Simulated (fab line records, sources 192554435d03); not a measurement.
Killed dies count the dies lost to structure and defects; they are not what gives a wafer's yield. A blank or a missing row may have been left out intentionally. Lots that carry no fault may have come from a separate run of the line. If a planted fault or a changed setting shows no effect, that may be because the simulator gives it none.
A lot that was struck, set against a sound lot -- flow n5-finfet -- 14 out of 1938 route steps
Sound: wafers L679.1, L679.5, L679.6. Struck: wafers L671.2, L671.4 (left out: L671.1, a lot-mate that was not struck); the cause follows at the end.
At each step with rows: each side's tool, then ch and its chambers, then its first start. Under that, the readings that differ: sound wafers -- struck wafers -- difference of the means -- sigmas: that difference in standard deviations of wafers without a fault.
alike: readings whose means differ by less than 2 such deviations, and words and numbers that are the same on both sides. not compared: withheld readings, readings that some wafer has no value for, bounds like >300 that may hide the same value, and numbers for which the record gives no deviation and whose values overlap.
The two part at a step that has a row with sigmas, a row that says differs or no value, or rows on one side only. Numbers that have no deviation but don't overlap get no sigmas and don't part them. A reading missing from all wafers of one side parts the sides only when that side holds two or more wafers.

first, 1 step without rows for these wafers: N5_BEOL_M10_DEVELOP_27 (develop time 30 s).
N5_BEOL_M10_CD_MEAS_28: the cd target is 70 nm.
  sound on cd-sem-03 ch 0, day 15 10:05; struck on cd-sem-01 ch 0, day 14 22:34
  alike: cd-nm
N5_BEOL_M10_OVL_MEAS_29:
  sound on overlay-01 ch 0, day 15 10:07; struck on overlay-01 ch 0, day 14 22:35
  alike: V9_OVL
N5_BEOL_M10_INSPECT_30: inspects for defects (brightfield).
  sound on defect-inspect-02 at day 15 10:08; struck on defect-inspect-01 at day 14 22:37
  alike: raw-defect-count
N5_BEOL_M10_DESCUM_33: chemistry O2, time 7.9 s.
  sound on rie-diel-05 ch 0,3, day 15 10:11; struck on rie-diel-04 ch 0,2, day 14 22:40
  alike: drypump-motor-current-A, oes-product-au, rf-vpp-V, showerhead-plenum-p-Torr, throttle-valve-pct
  not compared: rf-hours-counter-h
then, 1 step without rows for these wafers: N5_BEOL_M10_ETCH_65 (etches SiARC in CF4, target depth 39 nm, time 65 s).
N5_BEOL_M10_ETCH_66: etches SOC in N2/H2, target depth 120 nm, overetch 24 nm, time 180 s.
  sound on rie-diel-05 ch 0,3, day 15 10:16; struck on rie-diel-04 ch 0,2, day 14 22:45
  alike: drypump-motor-current-A, oes-product-au, rf-vpp-V, showerhead-plenum-p-Torr, throttle-valve-pct
  not compared: rf-hours-counter-h
then, 1 step without rows for these wafers: N5_BEOL_M10_STRIP_69 (strips in N2/H2).
N5_BEOL_M10_VIA_ETCH_34: etches SiCOH lowk in C4F6/O2, target depth 184.5 nm, time 69.2 s.
  sound on rie-diel-05 ch 0,3, day 15 10:24; struck on rie-diel-04 ch 0,2, day 14 22:52
  alike: drypump-motor-current-A, oes_f_703_au, oes-product-au, rf-vpp-V, showerhead-plenum-p-Torr, throttle-valve-pct
  not compared: rf-hours-counter-h
then, 2 steps without rows for these wafers: N5_BEOL_M10_STRIP_73 (strips in C4F6/O2); N5_BEOL_M10_STRIP_36 (strips in N2/H2).
N5_BEOL_M10_TRENCH_ETCH_37: etches SiCOH lowk in C4F6/O2, target depth 148.83 nm, time 48 s.
  sound: rie-diel-05 ch 0,3; struck: rie-diel-04 ch 0,2
  alike: drypump-motor-current-A, oes_f_703_au, oes-product-au, rf-vpp-V, showerhead-plenum-p-Torr, throttle-valve-pct
  not compared: rf-hours-counter-h
N5_BEOL_M10_ETCH_41: etches SiCN in CH3F/O2, target depth 42.6 nm, time 86 s.
  sound on rie-diel-05 ch 0,3, day 15 10:32; struck on rie-diel-04 ch 0,2, day 14 23:01
reading,sound,struck,difference,sigmas
oes-product-au (a.u.),0.70 0.70 0.69,1.08 0.85,+0.27,+3
model.etch.depth-nm (nm),32.58 32.48 32.11,44.6 43.74,+11.8,
  alike: drypump-motor-current-A, rf-vpp-V, showerhead-plenum-p-Torr, throttle-valve-pct
  not compared: rf-hours-counter-h
N5_BEOL_M10_STRIP_77: strips in N2/H2, time 10 s.
  sound: rie-diel-05 ch 0,3; struck: rie-diel-04 ch 0,2
  alike: drypump-motor-current-A, oes-product-au, rf-vpp-V, showerhead-plenum-p-Torr, throttle-valve-pct
  not compared: rf-hours-counter-h

WHERE THEY PART
Within this record, at N5_BEOL_M10_ETCH_41 only. Later steps at which nothing parts them and some readings are alike: N5_BEOL_M10_STRIP_77.

WHY: what the simulator had put in
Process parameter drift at N5_BEOL_M10_ETCH_41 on rie-diel-04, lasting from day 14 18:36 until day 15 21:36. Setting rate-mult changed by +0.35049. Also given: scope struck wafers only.
